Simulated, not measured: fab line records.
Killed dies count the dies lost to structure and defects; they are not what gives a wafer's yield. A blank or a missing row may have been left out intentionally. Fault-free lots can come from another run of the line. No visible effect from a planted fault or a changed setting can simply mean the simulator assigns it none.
Lot-split experiment / flow n5-finfet / on a route of 1938 steps: 7 lots, 39 wafers read

THE SPLIT
At N5_HKMG_FIN_ETCH_31 (etches SiARC in CF4, target depth 45.5 nm, time 75.8 s), the setting bias-w was moved away from the recipe's 36 W on 18 of the 39 wafers read, by -13.3% to +14.2%. This setting was run at the recipe's value on the other wafers.

The reading comes from the split's own step.

THE READING
rf-vpp-V, in V, at N5_HKMG_FIN_ETCH_31 (etches SiARC in CF4, target depth 45.5 nm, time 75.8 s). Fault-free wafers of this fab line usually give 184.1 V, standard deviation 1 V.

wafer=L075.1; tool, chamber at the split=rie-diel-02, 2; bias-w as run, W=36; against the recipe=recipe; rf-vpp-V, V=184.5; against lot-mates on the recipe=-
wafer=L075.2; tool, chamber at the split=rie-diel-02, 0; bias-w as run, W=36; against the recipe=recipe; rf-vpp-V, V=185.6; against lot-mates on the recipe=-
wafer=L075.3; tool, chamber at the split=rie-diel-02, 3; bias-w as run, W=33.5; against the recipe=-6.9%; rf-vpp-V, V=176.9; against lot-mates on the recipe=-7.7
wafer=L075.4; tool, chamber at the split=rie-diel-02, 0; bias-w as run, W=36; against the recipe=recipe; rf-vpp-V, V=183.8; against lot-mates on the recipe=-
wafer=L075.5; tool, chamber at the split=rie-diel-02, 2; bias-w as run, W=33.5; against the recipe=-6.9%; rf-vpp-V, V=176.3; against lot-mates on the recipe=-8.3
wafer=L075.6; tool, chamber at the split=rie-diel-02, 3; bias-w as run, W=33.5; against the recipe=-6.9%; rf-vpp-V, V=176.1; against lot-mates on the recipe=-8.5
wafer=L079.1; tool, chamber at the split=rie-diel-02, 1; bias-w as run, W=32.5; against the recipe=-9.7%; rf-vpp-V, V=171.9; against lot-mates on the recipe=-11.7
wafer=L079.2; tool, chamber at the split=rie-diel-02, 0; bias-w as run, W=36; against the recipe=recipe; rf-vpp-V, V=184.1; against lot-mates on the recipe=-
wafer=L079.3; tool, chamber at the split=rie-diel-02, 3; bias-w as run, W=36; against the recipe=recipe; rf-vpp-V, V=183.9; against lot-mates on the recipe=-
wafer=L079.4; tool, chamber at the split=rie-diel-02, 3; bias-w as run, W=32.5; against the recipe=-9.7%; rf-vpp-V, V=171.3; against lot-mates on the recipe=-12.3
wafer=L079.5; tool, chamber at the split=rie-diel-02, 1; bias-w as run, W=36; against the recipe=recipe; rf-vpp-V, V=182.8; against lot-mates on the recipe=-
wafer=L079.6; tool, chamber at the split=rie-diel-02, 0; bias-w as run, W=32.5; against the recipe=-9.7%; rf-vpp-V, V=170.5; against lot-mates on the recipe=-13.1
wafer=L085.1; tool, chamber at the split=rie-diel-04, 3; bias-w as run, W=36; against the recipe=recipe; rf-vpp-V, V=184.2; against lot-mates on the recipe=-
wafer=L085.4; tool, chamber at the split=rie-diel-04, 2; bias-w as run, W=36; against the recipe=recipe; rf-vpp-V, V=185.6; against lot-mates on the recipe=-
wafer=L085.5; tool, chamber at the split=rie-diel-04, 2; bias-w as run, W=36; against the recipe=recipe; rf-vpp-V, V=184.2; against lot-mates on the recipe=-
wafer=L088.1; tool, chamber at the split=rie-diel-02, 2; bias-w as run, W=41.11; against the recipe=+14.2%; rf-vpp-V, V=199.3; against lot-mates on the recipe=+15.5
wafer=L088.2; tool, chamber at the split=rie-diel-02, 3; bias-w as run, W=41.11; against the recipe=+14.2%; rf-vpp-V, V=200.8; against lot-mates on the recipe=+17.0
wafer=L088.3; tool, chamber at the split=rie-diel-02, 1; bias-w as run, W=36; against the recipe=recipe; rf-vpp-V, V=183.6; against lot-mates on the recipe=-
wafer=L088.4; tool, chamber at the split=rie-diel-02, 0; bias-w as run, W=36; against the recipe=recipe; rf-vpp-V, V=185.1; against lot-mates on the recipe=-
wafer=L088.5; tool, chamber at the split=rie-diel-02, 2; bias-w as run, W=36; against the recipe=recipe; rf-vpp-V, V=182.7; against lot-mates on the recipe=-
wafer=L088.6; tool, chamber at the split=rie-diel-02, 3; bias-w as run, W=41.11; against the recipe=+14.2%; rf-vpp-V, V=200.5; against lot-mates on the recipe=+16.7
wafer=L089.1; tool, chamber at the split=rie-diel-04, 2; bias-w as run, W=36; against the recipe=recipe; rf-vpp-V, V=184.3; against lot-mates on the recipe=-
wafer=L089.2; tool, chamber at the split=rie-diel-04, 3; bias-w as run, W=36; against the recipe=recipe; rf-vpp-V, V=185.3; against lot-mates on the recipe=-
wafer=L089.3; tool, chamber at the split=rie-diel-04, 0; bias-w as run, W=36; against the recipe=recipe; rf-vpp-V, V=183.7; against lot-mates on the recipe=-
wafer=L089.4; tool, chamber at the split=rie-diel-04, 1; bias-w as run, W=38.09; against the recipe=+5.8%; rf-vpp-V, V=192.0; against lot-mates on the recipe=+7.6
wafer=L089.5; tool, chamber at the split=rie-diel-04, 1; bias-w as run, W=38.09; against the recipe=+5.8%; rf-vpp-V, V=193.6; against lot-mates on the recipe=+9.2
wafer=L089.6; tool, chamber at the split=rie-diel-04, 0; bias-w as run, W=38.09; against the recipe=+5.8%; rf-vpp-V, V=190.0; against lot-mates on the recipe=+5.6
wafer=L094.1; tool, chamber at the split=rie-diel-02, 2; bias-w as run, W=32.27; against the recipe=-10.4%; rf-vpp-V, V=170.4; against lot-mates on the recipe=-12.9
wafer=L094.2; tool, chamber at the split=rie-diel-02, 3; bias-w as run, W=36; against the recipe=recipe; rf-vpp-V, V=184.1; against lot-mates on the recipe=-
wafer=L094.3; tool, chamber at the split=rie-diel-02, 0; bias-w as run, W=36; against the recipe=recipe; rf-vpp-V, V=183.5; against lot-mates on the recipe=-
wafer=L094.4; tool, chamber at the split=rie-diel-02, 1; bias-w as run, W=32.27; against the recipe=-10.4%; rf-vpp-V, V=170.8; against lot-mates on the recipe=-12.5
wafer=L094.5; tool, chamber at the split=rie-diel-02, 2; bias-w as run, W=32.27; against the recipe=-10.4%; rf-vpp-V, V=171.9; against lot-mates on the recipe=-11.4
wafer=L094.6; tool, chamber at the split=rie-diel-02, 1; bias-w as run, W=36; against the recipe=recipe; rf-vpp-V, V=182.4; against lot-mates on the recipe=-
wafer=L097.1; tool, chamber at the split=rie-diel-04, 1; bias-w as run, W=31.21; against the recipe=-13.3%; rf-vpp-V, V=168.0; against lot-mates on the recipe=-17.4
wafer=L097.2; tool, chamber at the split=rie-diel-04, 3; bias-w as run, W=36; against the recipe=recipe; rf-vpp-V, V=185.1; against lot-mates on the recipe=-
wafer=L097.3; tool, chamber at the split=rie-diel-04, 2; bias-w as run, W=31.21; against the recipe=-13.3%; rf-vpp-V, V=168.7; against lot-mates on the recipe=-16.7
wafer=L097.4; tool, chamber at the split=rie-diel-04, 0; bias-w as run, W=31.21; against the recipe=-13.3%; rf-vpp-V, V=166.7; against lot-mates on the recipe=-18.7
wafer=L097.5; tool, chamber at the split=rie-diel-04, 3; bias-w as run, W=36; against the recipe=recipe; rf-vpp-V, V=184.1; against lot-mates on the recipe=-
wafer=L097.6; tool, chamber at the split=rie-diel-04, 2; bias-w as run, W=36; against the recipe=recipe; rf-vpp-V, V=186.9; against lot-mates on the recipe=-

THE FIT
A straight line over all 39 wafers: rf-vpp-V changes by +1.21 V for each +1% of bias-w; r = +0.99; the points scatter about the line by 1.1 V.
The same after taking each lot's own level away (the mean of its wafers on the recipe; 39 wafers): +1.23 V for each +1%; r = +0.99; scatter 0.97 V.
On that fit, the largest move of bias-w shifts the reading by 17 V.
From 183.33 to 185.37 V: that is the span of the lots' own levels, equal to 2.0 times the standard deviation above.
So the lot-to-lot level changes the slope little: the two slopes agree.
Check: with one of the wafers moved furthest among these (+14.2%) left out of the fit, the line predicts +17.6 V for it against its lot-mates. It came out at +15.5 V against them.
Tool readings at the split's step, against how far the setting was moved: rf-vpp-V r = +0.99.

ADDITIONAL SPLITS CARRIED BY THESE WAFERS
Note: prior to the reading, these wafers also went through further splits. Each is held against what the fit with the lots' levels taken away leaves over:
other split on the same wafers=N5_PMOS_HMC_CHANNEL_EPI_EPI_20 temp-c; wafers away from the commonest value=12; r with rf-vpp-V (lot level and that fit taken away)=+0.08
other split on the same wafers=N5_DUMMY_GATE_EXPOSE_12 dose-mj; wafers away from the commonest value=9; r with rf-vpp-V (lot level and that fit taken away)=-0.38
other split on the same wafers=N5_DUMMY_GATE_ETCH_37 source-w; wafers away from the commonest value=18; r with rf-vpp-V (lot level and that fit taken away)=-0.15
other split on the same wafers=N5_SD_EPI_N_EPI_21 temp-c; wafers away from the commonest value=12; r with rf-vpp-V (lot level and that fit taken away)=-0.10

FILE'S OWN FIT
rf-vpp-V changes by +1.23 V for each +1% of bias-w, r = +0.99.
